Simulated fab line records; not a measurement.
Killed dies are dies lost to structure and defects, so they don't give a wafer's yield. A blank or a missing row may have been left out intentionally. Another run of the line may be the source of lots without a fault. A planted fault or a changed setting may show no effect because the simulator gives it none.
Which of the tools did it? | flow n5Finfet | 11 lots, 29 wafers sampled, at 5 steps of a route of 1938

== WHAT THE GAUGES SHOWED, per wafer ==
N5_BEOL_M4_OVL_MEAS_12. Usual: M4_OVL typically reads 0.1 nm, with standard deviation 0.66.
lot  | measured     | on         | M4_OVL (nm)   | flag
L602 | day 7 22:20  | overlay-01 | -0.4 0.2 0.3  | 
L603 | day 8 08:46  | overlay-02 | 0.5 -0.1 -0.8 | 
L606 | day 8 13:24  | overlay-01 | 1.6 1.5       | 
L608 | day 9 07:17  | overlay-01 | -0.3 0.7      | 
L607 | day 9 16:08  | overlay-02 | 0.7 0.1       | 
L611 | day 10 02:02 | overlay-02 | -0.1 0.4 0.2  | 
L614 | day 10 19:37 | overlay-02 | -0.8 -0.3     | 
L613 | day 11 01:58 | overlay-01 | -0.5 -0.7 0.3 | 
L615 | day 11 10:47 | overlay-02 | 0.5 -0.1 0.6  | 
L624 | day 13 15:41 | overlay-02 | 0.0 -0.5 0.0  | 
L625 | day 13 18:14 | overlay-01 | 0.2 -0.9 -0.4 | 

N5_BEOL_M4_RC_MEAS_101. Usual: DIBL_N 35.8 mV/V, standard deviation 2.2; DIBL_P 35.3 mV/V, standard deviation 2.7; IOFF_N 0.16 nA/um, standard deviation 0.043; IOFF_P 0.21 nA/um, standard deviation 0.043; ION_N 676 uA/um, standard deviation 15; ION_P 463 uA/um, standard deviation 9.1; SS_N 71.4 mV/dec, standard deviation 0.77; SS_P 73.0 mV/dec, standard deviation 0.79; VT_N 250 mV, standard deviation 4; VT_P -249.8 mV, standard deviation 2.8.
lot  | measured     | on        | DIBL_N (mV/V)  | DIBL_P (mV/V)  | IOFF_N (nA/um) | IOFF_P (nA/um) | ION_N (uA/um) | ION_P (uA/um) | SS_N (mV/dec)  | SS_P (mV/dec)  | VT_N (mV)   | VT_P (mV)            | flag
L602 | day 8 08:11  | prober-02 | 37.7 40.3 35.7 | 39.0 41.7 37.3 | 0.19 0.25 0.17 | 0.24 0.30 0.22 | 689 708 694   | 474 481 478   | 70.9 71.5 70.7 | 72.4 73.9 72.3 | 242 240 244 | -246.0 -244.5 -247.6 | 
L603 | day 8 17:34  | prober-01 | 33.6 35.9 35.9 | 32.6 34.8 34.9 | 0.11 0.14 0.14 | 0.16 0.20 0.20 | 674 674 691   | 460 461 472   | 70.4 71.5 71.7 | 72.6 72.8 73.2 | 254 252 251 | -251.9 -248.7 -249.1 | 
L606 | day 9 05:28  | prober-02 | 35.9 38.0      | 35.7 37.9      | 0.13 0.19      | 0.19 0.22      | 645 697       | 447 470       | 71.4 71.5      | 73.9 74.1      | 255 246     | -252.4 -249.1        | 
L608 | day 9 20:19  | prober-01 | 35.9 36.5      | 37.5 38.6      | 0.16 0.16      | 0.20 0.23      | 672 661       | 460 454       | 71.6 71.9      | 73.0 73.5      | 249 250     | -250.0 -248.3        | 
L607 | day 10 00:14 | prober-02 | 37.4 38.7      | 36.2 38.2      | 0.17 0.19      | 0.24 0.28      | 681 695       | 474 475       | 71.5 72.6      | 73.3 73.8      | 251 247     | -248.1 -247.4        | 
L611 | day 10 12:14 | prober-02 | 35.8 37.3 34.9 | 33.7 35.3 34.2 | 0.16 0.17 0.14 | 0.19 0.20 0.19 | 682 685 674   | 468 466 469   | 70.4 71.9 71.3 | 72.5 74.0 73.3 | 247 248 250 | -248.5 -251.6 -251.7 | 
L614 | day 11 07:35 | prober-01 | 36.4 38.4      | 36.0 38.3      | 0.16 0.21      | 0.19 0.23      | 690 670       | 464 450       | 70.8 72.7      | 73.7 73.3      | 249 245     | -250.6 -248.7        | 
L613 | day 11 11:06 | prober-01 | 36.1 35.0 38.0 | 37.7 34.5 38.7 | 0.16 0.13 0.19 | 0.24 0.19 0.27 | 691 675 686   | 475 465 470   | 71.5 71.2 72.1 | 73.4 72.5 73.5 | 248 253 249 | -245.8 -250.0 -247.0 | 
L615 | day 11 22:40 | prober-01 | 40.6 32.5 39.4 | 39.8 31.5 38.9 | 0.27 0.11 0.24 | 0.30 0.16 0.28 | 704 668 703   | 478 460 475   | 72.7 70.4 71.9 | 75.1 72.3 74.9 | 240 253 244 | -246.0 -252.3 -246.3 | 
L624 | day 14 02:41 | prober-01 | 35.3 35.0 35.3 | 33.6 31.5 33.0 | 0.14 0.12 0.14 | 0.21 0.16 0.18 | 667 660 682   | 466 459 466   | 71.1 71.0 71.3 | 72.9 72.0 72.1 | 249 254 251 | -250.5 -252.2 -250.8 | 
L625 | day 14 04:58 | prober-02 | 32.9 33.3 36.5 | 32.4 34.0 36.4 | 0.11 0.13 0.17 | 0.15 0.18 0.21 | 637 674 658   | 436 458 450   | 70.9 71.1 72.3 | 71.5 72.9 73.1 | 255 248 249 | -254.5 -248.6 -250.6 | 

== WHICH TOOL RAN EACH LOT (tool, then ch and the chambers of the sampled wafers, then the start) ==
lot  | N5_BEOL_M3_ANNEAL_51            | N5_BEOL_M4_COAT_68               | N5_BEOL_M4_DESCUM_33
L602 | rtpAnneal-01 ch 0, day 7 19:47  | lithoTrack-05 ch 0, day 7 23:02  | rieDiel-01 ch 0,3, day 7 23:26
L603 | rtpAnneal-01 ch 0, day 8 06:39  | lithoTrack-02 ch 0, day 8 09:20  | rieDiel-01 ch 1,2, day 8 09:55
L606 | rtpAnneal-02 ch 0, day 8 11:07  | lithoTrack-02 ch 0, day 8 13:59  | rieDiel-04 ch 0,1, day 8 14:23
L608 | rtpAnneal-02 ch 0, day 9 05:40  | lithoTrack-03 ch 0, day 9 07:50  | rieDiel-02 ch 1,2, day 9 08:16
L607 | rtpAnneal-01 ch 0, day 9 10:20  | lithoTrack-05 ch 0, day 9 17:29  | rieDiel-01 ch 0,1, day 9 17:54
L611 | rtpAnneal-01 ch 0, day 9 23:56  | lithoTrack-05 ch 0, day 10 02:38 | rieDiel-01 ch 0,1,3, day 10 03:08
L614 | rtpAnneal-01 ch 0, day 10 17:29 | lithoTrack-02 ch 0, day 10 20:11 | rieDiel-04 ch 3, day 10 20:43
L613 | rtpAnneal-02 ch 0, day 10 23:02 | lithoTrack-05 ch 0, day 11 02:32 | rieDiel-01 ch 0,2,3, day 11 02:56
L615 | rtpAnneal-02 ch 0, day 11 07:38 | lithoTrack-05 ch 0, day 11 11:26 | rieDiel-04 ch 0,3, day 11 11:54
L624 | rtpAnneal-01 ch 0, day 13 10:14 | lithoTrack-05 ch 0, day 13 16:16 | rieDiel-01 ch 2,3, day 13 16:41
L625 | rtpAnneal-01 ch 0, day 13 15:01 | lithoTrack-05 ch 0, day 13 18:55 | rieDiel-04 ch 2,3, day 13 19:26
- N5_BEOL_M3_ANNEAL_51: time 90 s.
- N5_BEOL_M4_COAT_68: time 60 s, resist thk 12 nm.
- N5_BEOL_M4_DESCUM_33: chemistry O2, time 7 s.

== WHAT THE TOOLS THEMSELVES READ (means of the sampled wafers that have a number; where no wafer has one, the mark that the record gives instead) ==
N5_BEOL_M3_ANNEAL_51. Usual: annealTempCMax 225.9, standard deviation 0.31; wafer_temp_C_max 225.83, standard deviation 0.23.
lot  | tool         | annealTempCMax | wafer_temp_C_max | flag
L602 | rtpAnneal-01 | 225.7          | 226.04           | 
L603 | rtpAnneal-01 | 225.8          | 225.58           | 
L606 | rtpAnneal-02 | 225.9          | 226.06           | 
L608 | rtpAnneal-02 | 225.8          | 225.55           | 
L607 | rtpAnneal-01 | 225.8          | 226.09           | 
L611 | rtpAnneal-01 | 225.6          | 225.78           | 
L614 | rtpAnneal-01 | 225.5          | 225.66           | 
L613 | rtpAnneal-02 | 225.9          | 225.98           | 
L615 | rtpAnneal-02 | 226.0          | 225.89           | 
L624 | rtpAnneal-01 | 225.6          | 225.82           | 
L625 | rtpAnneal-01 | 225.8          | 225.56           | 

N5_BEOL_M4_COAT_68. Usual: chillPlateTempC 23.01 C, standard deviation 0.11; spinSpeedRpm 1500.0 rpm, standard deviation 1.1.
lot  | tool          | chillPlateTempC (C) | spinSpeedRpm (rpm) | flag
L602 | lithoTrack-05 | 23.21               | 1499.9             | 
L603 | lithoTrack-02 | 23.05               | 1500.5             | 
L606 | lithoTrack-02 | 22.99               | 1500.2             | 
L608 | lithoTrack-03 | 22.85               | 1500.5             | 
L607 | lithoTrack-05 | 23.09               | 1501.5             | 
L611 | lithoTrack-05 | 22.95               | 1500.0             | 
L614 | lithoTrack-02 | 23.19               | 1499.8             | 
L613 | lithoTrack-05 | 22.90               | 1501.8             | 
L615 | lithoTrack-05 | 23.00               | 1499.5             | 
L624 | lithoTrack-05 | 22.98               | 1455.3             | OFF
L625 | lithoTrack-05 | 23.03               | 1456.1             | OFF

N5_BEOL_M4_DESCUM_33. Usual: chamberPressureMTorr 19.999 mTorr, standard deviation 0.019; drypumpMotorCurrentA 5.6 A, standard deviation 0.41; oesProductAu 0.78 a.u., standard deviation 0.07; rfVppV 243.1 V, standard deviation 1.5; showerheadPlenumPTorr 2.10 Torr, standard deviation 0.074; throttleValvePct 20.43 %, standard deviation 0.17.
lot  | tool       | chamberPressureMTorr (mTorr) | drypumpMotorCurrentA (A) | oesProductAu (a.u.) | rfVppV (V) | showerheadPlenumPTorr (Torr) | throttleValvePct (%) | flag
L602 | rieDiel-01 | 19.997                       | 6.0                      | 0.75                | 242.2      | 2.03                         | 20.64                | 
L603 | rieDiel-01 | 19.987                       | 5.7                      | 0.80                | 243.7      | 2.09                         | 20.26                | 
L606 | rieDiel-04 | 19.999                       | 5.7                      | 0.74                | 242.8      | 2.06                         | 20.53                | 
L608 | rieDiel-02 | 20.002                       | 5.5                      | 0.77                | 244.2      | 2.12                         | 20.24                | 
L607 | rieDiel-01 | 19.972                       | 6.0                      | 0.77                | 241.6      | 2.02                         | 20.44                | 
L611 | rieDiel-01 | 19.980                       | 5.8                      | 0.75                | 241.2      | 2.02                         | 20.52                | 
L614 | rieDiel-04 | 19.982                       | 5.7                      | 0.69                | 244.6      | 2.16                         | 20.41                | 
L613 | rieDiel-01 | 20.003                       | 5.7                      | 0.75                | 241.9      | 2.05                         | 20.57                | 
L615 | rieDiel-04 | 20.019                       | 5.7                      | 0.78                | 244.7      | 2.19                         | 20.36                | 
L624 | rieDiel-01 | 19.985                       | 5.5                      | 0.75                | 242.9      | 2.07                         | 20.48                | 
L625 | rieDiel-04 | 20.006                       | 5.0                      | 0.78                | 243.6      | 2.12                         | 20.46                | 

== THE ANSWER, worked out from the rows above alone ==
Rule: a lot counts as off when the mean over its wafers that have a number is more than 3 standard deviations away from the usual mean. A lot without any number at a reading at which 4 lots or more have one is off too. All remaining lots with rows at the step are treated as sound. Order of review: gauges by route order, followed by the tools' own readings, for which a lot's mean as printed above is used. The first step at which some lot is off is used, and at that step the reading that is off furthest; a lot without a number counts as furthest.
Off at N5_BEOL_M4_COAT_68 (spinSpeedRpm): L624, L625.
A tool fits if, at that step or a process step before it, it ran every lot that is off, and no sound lot after the first of them. 2 tools fit, rtpAnneal-01 at N5_BEOL_M3_ANNEAL_51 and lithoTrack-05 at N5_BEOL_M4_COAT_68, so this cannot tell which one it is.

== WHAT HAD BEEN PUT IN BY THE SIMULATOR ==
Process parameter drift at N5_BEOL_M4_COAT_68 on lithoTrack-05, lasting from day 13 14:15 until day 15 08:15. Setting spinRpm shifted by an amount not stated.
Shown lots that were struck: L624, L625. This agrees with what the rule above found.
